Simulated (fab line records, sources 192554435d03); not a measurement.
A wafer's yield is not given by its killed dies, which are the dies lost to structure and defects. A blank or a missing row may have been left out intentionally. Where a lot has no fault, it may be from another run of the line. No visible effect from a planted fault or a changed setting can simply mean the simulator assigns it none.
Chamber matching    flow n5 finfet    4 sister chambers for N5_BEOL_M4_ETCH_70 on rie diel-04
The step etches SOC in N2/H2, target depth 80 nm, overetch 24 nm, time 130 s. 14 wafers are shown with their chamber, then 7 later ones without.

== EACH WAFER AND ITS CHAMBER ==
wafer   chamber  drypump motor current A (A)  throttle valve pct (%)  oes product au (a.u.)
L074.1  0        5.3                          17.82                   0.52
L074.3  2        6.0                          17.55                   0.58
L074.4  1        5.6                          17.97                   0.60
L078.3  1        5.6                          17.98                   0.59
L078.4  2        6.0                          17.54                   0.58
L078.5  1        5.6                          17.97                   0.59
L081.1  3        5.6                          17.61                   0.73
L081.3  0        5.3                          17.83                   0.52
L081.4  1        5.6                          18.00                   0.59
L085.2  0        5.3                          17.86                   0.51
L085.3  3        5.6                          17.61                   0.71
L085.4  1        5.6                          18.02                   0.57
L087.1  2        6.0                          17.59                   0.57
L087.5  1        5.5                          18.02                   0.57

SIGNATURES (averages over the wafers above)
reading                  chamber 0  chamber 1  chamber 2  chamber 3  scatter within a chamber
drypump motor current A  5.300      5.583      6.000      5.600      0.0289
throttle valve pct       17.8367    17.9933    17.5600    17.6100    0.0224
oes product au           0.5167     0.5850     0.5767     0.7200     0.0104
Rule: a wafer's distance from a chamber is the root of the sum, over the readings, of the square of ((its reading less the chamber's mean) divided by the reading's scatter). If the next closest chamber is less than 2 further off than the closest, the wafer can't be placed; otherwise it belongs to the closest. How the scatter is found: for the shown wafers, subtract from each reading the mean of its chamber, square and add these, divide the total by (wafers less chambers), then take the root.

== WAFERS WITHOUT THEIR CHAMBER ==
wafer   drypump motor current A (A)  throttle valve pct (%)  oes product au (a.u.)
L087.6  5.3                          17.84                   0.51
L092.2  5.5                          18.04                   0.57
L092.4  5.3                          17.86                   0.50
L092.5  5.3                          17.86                   0.51
L096.2  5.3                          17.89                   0.50
L096.4  5.6                          18.05                   0.57
L096.5  5.3                          17.89                   0.50

== EACH ONE'S CHAMBER ==
wafer   from the rows above  in truth
L087.6  0                    0
L092.2  1                    1
L092.4  0                    0
L092.5  0                    0
L096.2  0                    0
L096.4  1                    1
L096.5  0                    0
Correctly placed: 7 of 7. Number that these rows cannot place: 0. Number placed wrongly: 0.
